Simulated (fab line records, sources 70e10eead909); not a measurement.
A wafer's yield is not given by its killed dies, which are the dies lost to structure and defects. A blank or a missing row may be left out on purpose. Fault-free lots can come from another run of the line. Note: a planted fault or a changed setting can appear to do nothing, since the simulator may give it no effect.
Which tool did it? | flow nand_harc | 72 wafers from 24 lots sampled at 6 of the route's 1302 steps

WHAT THE GAUGES SHOWED, per wafer
NHARC_P_CONTACT_INSPECT_14.
lot  | measured     | on                | raw_defect_count
L074 | day 6 01:27  | defect_inspect-02 | 7 7 6
L075 | day 6 04:56  | defect_inspect-02 | 5 6 8
L076 | day 6 19:07  | defect_inspect-02 | 5 1 6
L077 | day 7 06:46  | defect_inspect-02 | 3 4 8
L078 | day 7 07:34  | defect_inspect-01 | 2 3 1
L079 | day 7 21:22  | defect_inspect-01 | 10 4 8
L080 | day 8 12:04  | defect_inspect-01 | 2 4 2
L081 | day 9 06:46  | defect_inspect-02 | 5 7 2
L082 | day 9 15:23  | defect_inspect-01 | 1 4 6
L083 | day 9 17:19  | defect_inspect-01 | 4 5 2
L084 | day 10 12:19 | defect_inspect-01 | 5 6 8
L085 | day 10 19:56 | defect_inspect-02 | 4 9 3
L086 | day 11 00:04 | defect_inspect-01 | 4 3 3
L087 | day 11 04:43 | defect_inspect-01 | 6 5 0
L089 | day 11 20:28 | defect_inspect-02 | 4 2 5
L088 | day 11 21:13 | defect_inspect-02 | 4 2 2
L090 | day 12 18:43 | defect_inspect-01 | 4 5 5
L091 | day 12 20:35 | defect_inspect-02 | 6 0 8
L092 | day 13 05:07 | defect_inspect-01 | 6 4 5
L093 | day 13 16:43 | defect_inspect-02 | 5 6 4
L094 | day 14 08:45 | defect_inspect-02 | 6 1 3
L095 | day 14 12:14 | defect_inspect-01 | 5 7 1
L096 | day 15 00:53 | defect_inspect-01 | 6 5 6
L097 | day 15 10:52 | defect_inspect-02 | 6 6 2

NHARC_P_M1_THK_MEAS_24: measures by xrf.
lot  | measured     | on            | thk_nm (nm)
L074 | day 6 12:17  | film_metro-01 | 159.0 160.6 159.8
L075 | day 6 15:46  | film_metro-02 | 158.1 157.0 159.7
L076 | day 7 05:46  | film_metro-01 | 154.8 154.7 156.4
L077 | day 7 17:23  | film_metro-02 | 157.3 157.4 154.4
L078 | day 7 18:28  | film_metro-02 | 158.0 156.1 157.0
L079 | day 8 08:05  | film_metro-02 | 159.7 158.8 157.5
L080 | day 8 22:37  | film_metro-01 | 158.6 157.6 159.0
L081 | day 9 17:46  | film_metro-01 | 158.6 160.1 160.6
L082 | day 10 02:34 | film_metro-01 | 156.7 155.9 159.8
L083 | day 10 04:09 | film_metro-01 | 157.0 159.4 155.7
L084 | day 10 23:25 | film_metro-02 | 159.2 158.2 157.5
L085 | day 11 07:20 | film_metro-01 | 157.0 159.8 156.5
L086 | day 11 11:04 | film_metro-01 | 159.1 158.3 160.2
L087 | day 11 15:47 | film_metro-02 | 155.6 159.8 158.2
L089 | day 12 08:22 | film_metro-02 | 157.3 156.6 154.8
L088 | day 12 08:07 | film_metro-02 | 159.6 156.1 157.3
L090 | day 13 05:36 | film_metro-01 | 156.2 157.7 155.4
L091 | day 13 07:44 | film_metro-01 | 157.9 156.8 156.9
L092 | day 13 15:55 | film_metro-01 | 158.3 158.9 160.4
L093 | day 14 03:37 | film_metro-02 | 159.8 160.0 159.2
L094 | day 14 19:25 | film_metro-02 | 157.9 158.5 158.4
L095 | day 14 22:57 | film_metro-02 | 157.7 159.1 158.8
L096 | day 15 11:55 | film_metro-01 | 155.3 156.2 158.1
L097 | day 15 21:37 | film_metro-02 | 161.3 159.9 158.1

NHARC_P_M2_CD_MEAS_09: the cd target is 170 nm.
lot  | measured     | on        | cd_nm (nm)
L074 | day 6 13:52  | cd_sem-01 | 169.7 169.8 169.8
L075 | day 6 17:23  | cd_sem-01 | 169.8 169.7 170.6
L076 | day 7 07:23  | cd_sem-02 | 170.0 169.5 170.1
L077 | day 7 18:55  | cd_sem-02 | 170.6 170.5 170.0
L078 | day 7 20:01  | cd_sem-02 | 169.3 168.9 168.7
L079 | day 8 09:31  | cd_sem-02 | 170.0 170.1 170.2
L080 | day 9 00:10  | cd_sem-03 | 171.3 170.5 171.0
L081 | day 9 19:12  | cd_sem-02 | 169.9 170.0 169.8
L082 | day 10 03:59 | cd_sem-01 | 169.6 169.9 169.9
L083 | day 10 05:42 | cd_sem-02 | 169.5 169.6 170.3
L084 | day 11 00:59 | cd_sem-03 | 169.8 169.6 169.3
L085 | day 11 08:51 | cd_sem-01 | 169.8 169.5 170.2
L086 | day 11 12:37 | cd_sem-01 | 170.0 170.0 170.6
L087 | day 11 17:15 | cd_sem-02 | 170.1 169.8 169.9
L089 | day 12 09:59 | cd_sem-01 | 168.6 168.9 169.2
L088 | day 12 09:40 | cd_sem-01 | 169.3 170.0 169.2
L090 | day 13 07:11 | cd_sem-01 | 169.9 171.0 169.9
L091 | day 13 09:17 | cd_sem-01 | 170.3 170.0 169.6
L092 | day 13 17:28 | cd_sem-03 | 169.4 169.2 169.4
L093 | day 14 05:10 | cd_sem-03 | 169.2 168.9 169.5
L094 | day 14 20:56 | cd_sem-01 | 170.2 170.9 169.8
L095 | day 15 00:23 | cd_sem-03 | 169.8 169.8 169.6
L096 | day 15 13:22 | cd_sem-02 | 170.0 169.6 170.3
L097 | day 15 23:10 | cd_sem-01 | 169.3 169.9 169.5

TOOL THAT RAN EACH LOT (tool first, then ch and the chambers of the sampled wafers, then the start)
lot  | NHARC_P_CONTACT_PVD_32                  | NHARC_P_CONTACT_ALD_22              | NHARC_P_M0_DEP_32
L074 | pvd_sputter-03, day 6 03:30 or earlier  | ald_metal-02 ch 0,2,3, day 6 03:30  | pecvd-04 ch 0,1, day 6 08:34
L075 | pvd_sputter-03, day 6 06:58 or earlier  | ald_metal-03 ch 0,1,2, day 6 06:58  | pecvd-04 ch 0,1,2, day 6 11:55
L076 | pvd_sputter-02, day 6 21:10 or earlier  | ald_metal-04 ch 1,2,3, day 6 21:10  | pecvd-03 ch 0,1,2, day 7 02:01
L077 | pvd_sputter-01, day 7 08:40 or earlier  | ald_metal-04 ch 0,1, day 7 08:40    | pecvd-01 ch 1,2, day 7 13:33
L078 | pvd_sputter-01, day 7 09:39 or earlier  | ald_metal-03 ch 0,1,3, day 7 09:39  | pecvd-04 ch 0,1,2, day 7 14:37
L079 | pvd_sputter-02, day 7 23:17 or earlier  | ald_metal-03 ch 0,2,3, day 7 23:17  | pecvd-03 ch 0,1,2, day 8 04:16
L080 | pvd_sputter-03, day 8 13:57 or earlier  | ald_metal-04 ch 1,2, day 8 13:57    | pecvd-01 ch 1,2, day 8 18:55
L081 | pvd_sputter-01, day 9 08:40 or earlier  | ald_metal-03 ch 0,1, day 9 08:40    | pecvd-01 ch 0,2, day 9 14:01
L082 | pvd_sputter-01, day 9 17:46 or earlier  | ald_metal-02 ch 0,1,2, day 9 17:46  | pecvd-01 ch 0,1, day 9 22:48
L083 | pvd_sputter-02, day 9 19:13 or earlier  | ald_metal-04 ch 0,2,3, day 9 19:13  | pecvd-03 ch 0,1,2, day 10 00:21
L084 | pvd_sputter-02, day 10 14:22 or earlier | ald_metal-03 ch 1,2, day 10 14:22   | pecvd-04 ch 1,2, day 10 19:34
L085 | pvd_sputter-01, day 10 21:52 or earlier | ald_metal-03 ch 1,2,3, day 10 21:52 | pecvd-03 ch 1,2, day 11 02:44
L086 | pvd_sputter-02, day 11 01:58 or earlier | ald_metal-03 ch 1,2,3, day 11 01:58 | pecvd-01 ch 1,2, day 11 07:23
L087 | pvd_sputter-01, day 11 06:36 or earlier | ald_metal-03 ch 2,3, day 11 06:36   | pecvd-04 ch 0,1, day 11 11:59
L089 | pvd_sputter-03, day 11 22:22 or earlier | ald_metal-03 ch 0,2,3, day 11 22:22 | pecvd-03 ch 1,2, day 12 04:05
L088 | pvd_sputter-01, day 11 23:06 or earlier | ald_metal-04 ch 0,3, day 11 23:06   | pecvd-01 ch 0,1,2, day 12 04:10
L090 | pvd_sputter-01, day 12 20:51 or earlier | ald_metal-02 ch 0,2,3, day 12 20:51 | pecvd-04 ch 1,2, day 13 01:55
L091 | pvd_sputter-03, day 12 22:30 or earlier | ald_metal-04 ch 0,3, day 12 22:30   | pecvd-03 ch 1,2, day 13 03:50
L092 | pvd_sputter-03, day 13 07:00 or earlier | ald_metal-03 ch 0,1,2, day 13 07:00 | pecvd-01 ch 0,1,2, day 13 12:04
L093 | pvd_sputter-02, day 13 18:36 or earlier | ald_metal-04 ch 0,2,3, day 13 18:36 | pecvd-04 ch 0,2, day 13 23:34
L094 | pvd_sputter-01, day 14 10:40 or earlier | ald_metal-04 ch 0,2, day 14 10:40   | pecvd-03 ch 0,1,2, day 14 15:33
L095 | pvd_sputter-03, day 14 14:11 or earlier | ald_metal-03 ch 0,1,2, day 14 14:11 | pecvd-04 ch 0,1,2, day 14 19:08
L096 | pvd_sputter-01, day 15 02:46 or earlier | ald_metal-03 ch 0,1,3, day 15 02:46 | pecvd-03 ch 0,2, day 15 07:49
L097 | pvd_sputter-01, day 15 12:46 or earlier | ald_metal-03 ch 0,2, day 15 12:46   | pecvd-03 ch 0,2, day 15 17:45
- NHARC_P_CONTACT_PVD_32: deposits Ti, target thk 5 nm, time 17.7 s.
- NHARC_P_CONTACT_ALD_22: deposits TiN, target thk 3 nm, pulse time 1 s, ald cycles 150.
- NHARC_P_M0_DEP_32: deposits SiCN, target thk 30 nm.

WHAT THE TOOLS THEMSELVES READ (means of the sampled wafers that have a number; where no wafer has one, the mark that the record gives instead)
NHARC_P_CONTACT_PVD_32.
lot  | tool           | throttle_valve_pct (%)
L074 | pvd_sputter-03 | 28.9
L075 | pvd_sputter-03 | 30.2
L076 | pvd_sputter-02 | 30.7
L077 | pvd_sputter-01 | 30.1
L078 | pvd_sputter-01 | 29.9
L079 | pvd_sputter-02 | 30.8
L080 | pvd_sputter-03 | 29.5
L081 | pvd_sputter-01 | 30.4
L082 | pvd_sputter-01 | 30.2
L083 | pvd_sputter-02 | 30.6
L084 | pvd_sputter-02 | 30.6
L085 | pvd_sputter-01 | 30.2
L086 | pvd_sputter-02 | 30.7
L087 | pvd_sputter-01 | 30.1
L089 | pvd_sputter-03 | 29.5
L088 | pvd_sputter-01 | 30.0
L090 | pvd_sputter-01 | 30.4
L091 | pvd_sputter-03 | 29.3
L092 | pvd_sputter-03 | 29.2
L093 | pvd_sputter-02 | 31.0
L094 | pvd_sputter-01 | 30.0
L095 | pvd_sputter-03 | 29.0
L096 | pvd_sputter-01 | 30.0
L097 | pvd_sputter-01 | 30.1

NHARC_P_CONTACT_ALD_22.
lot  | tool         | heater_power_w (W) | precursor_pulse_height_rel
L074 | ald_metal-02 | 1133               | 0.989
L075 | ald_metal-03 | 1091               | 0.984
L076 | ald_metal-04 | 1142               | 0.995
L077 | ald_metal-04 | 1107               | 1.006
L078 | ald_metal-03 | 1139               | 1.016
L079 | ald_metal-03 | 1175               | 0.990
L080 | ald_metal-04 | 1197               | 1.006
L081 | ald_metal-03 | 1145               | 1.004
L082 | ald_metal-02 | 1142               | 1.004
L083 | ald_metal-04 | 1122               | 1.012
L084 | ald_metal-03 | 1096               | 0.994
L085 | ald_metal-03 | 1114               | 1.008
L086 | ald_metal-03 | 1114               | 0.993
L087 | ald_metal-03 | 1149               | 1.010
L089 | ald_metal-03 | 1143               | 0.998
L088 | ald_metal-04 | 1090               | 1.009
L090 | ald_metal-02 | 1081               | 1.001
L091 | ald_metal-04 | 1067               | 1.006
L092 | ald_metal-03 | 1108               | 0.975
L093 | ald_metal-04 | 1152               | 1.001
L094 | ald_metal-04 | 1104               | 1.009
L095 | ald_metal-03 | 1108               | 1.007
L096 | ald_metal-03 | 1134               | 1.010
L097 | ald_metal-03 | 1146               | 1.004

NHARC_P_M0_DEP_32.
lot  | tool     | heater_power_w (W)
L074 | pecvd-04 | 507
L075 | pecvd-04 | 614
L076 | pecvd-03 | 483
L077 | pecvd-01 | 614
L078 | pecvd-04 | 595
L079 | pecvd-03 | 493
L080 | pecvd-01 | 613
L081 | pecvd-01 | 553
L082 | pecvd-01 | 586
L083 | pecvd-03 | 518
L084 | pecvd-04 | 629
L085 | pecvd-03 | 457
L086 | pecvd-01 | 580
L087 | pecvd-04 | 554
L089 | pecvd-03 | 463
L088 | pecvd-01 | 596
L090 | pecvd-04 | 682
L091 | pecvd-03 | 560
L092 | pecvd-01 | 635
L093 | pecvd-04 | 578
L094 | pecvd-03 | 527
L095 | pecvd-04 | 621
L096 | pecvd-03 | 494
L097 | pecvd-03 | 526

THE ANSWER, worked out from the rows above alone
Rule: usual is defined by the lots themselves. Put in order of their means at a reading, lots are off if they are a third of the lots or fewer, leave a main group of 4 or more, and stand apart from it by a gap of 3 or more times the standard deviation of the main group's means; of several such gaps the widest counts. Not used: any main group whose means are identical at the precision the tables above print for the reading. Also off: a lot with no number at a reading for which 4 or more lots have one. Any other lot the step has rows for is counted as sound. First the gauges in route order, then the tools' own readings, where a lot's mean is used as printed above. The first step at which some lot is off is used, and at that step the reading that is off furthest; a lot without a number counts as furthest.
Nothing can be told from this: no lot is off at any reading shown.

WHAT THE SIMULATOR HAD INSERTED
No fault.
